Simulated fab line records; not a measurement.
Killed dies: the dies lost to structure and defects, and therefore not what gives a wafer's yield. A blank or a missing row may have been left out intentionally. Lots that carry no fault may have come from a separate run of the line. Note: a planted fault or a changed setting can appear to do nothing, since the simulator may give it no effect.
Matching of chambers	flow nand-harc	NHARC_A_STAIRCASE_DESCUM_291 on rie-diel-09 has 4 sister chambers
The step chemistry O2, time 3 s. 4 wafers are shown with their chamber, then 8 later ones without.

## WAFERS WITH THEIR CHAMBER
wafer	chamber	showerhead-plenum-p-Torr (Torr)
L080.3	1	1.87
L082.5	2	1.79
L084.5	3	1.91
L090.1	0	1.88

## WAFERS WITHOUT THEIR CHAMBER
wafer	showerhead-plenum-p-Torr (Torr)
L090.2	1.79
L090.4	1.86
L092.1	1.87
L092.4	1.85
L092.5	1.86
L097.2	1.85
L097.3	1.87
L097.4	1.78

## WHICH CHAMBER EACH WENT THROUGH
wafer	from the rows above	in truth
L090.2	2	2
L090.4	can't be placed: 1 or 0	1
L092.1	can't be placed: 1 or 0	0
L092.4	can't be placed: 1 or 0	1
L092.5	can't be placed: 1 or 0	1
L097.2	can't be placed: 1 or 0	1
L097.3	can't be placed: 1 or 0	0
L097.4	2	2
Correct placement for 2 of the 8. From these rows, 6 cannot be placed; in 6 the true chamber is one of the candidates. 0 placed wrongly.
How it was worked out, from the rows above alone: a wafer's distance from a chamber is the root of the sum, over the readings, of the square of ((its reading less the chamber's mean) divided by the reading's scatter). If the next closest chamber is less than 2 further off than the closest, the wafer can't be placed; otherwise it belongs to the closest. For every chamber, the mean is computed from those of its wafers that are shown. The scatter: with one shown wafer a chamber, the root of the mean of the squares of how far each hidden wafer lies from its nearest shown one.
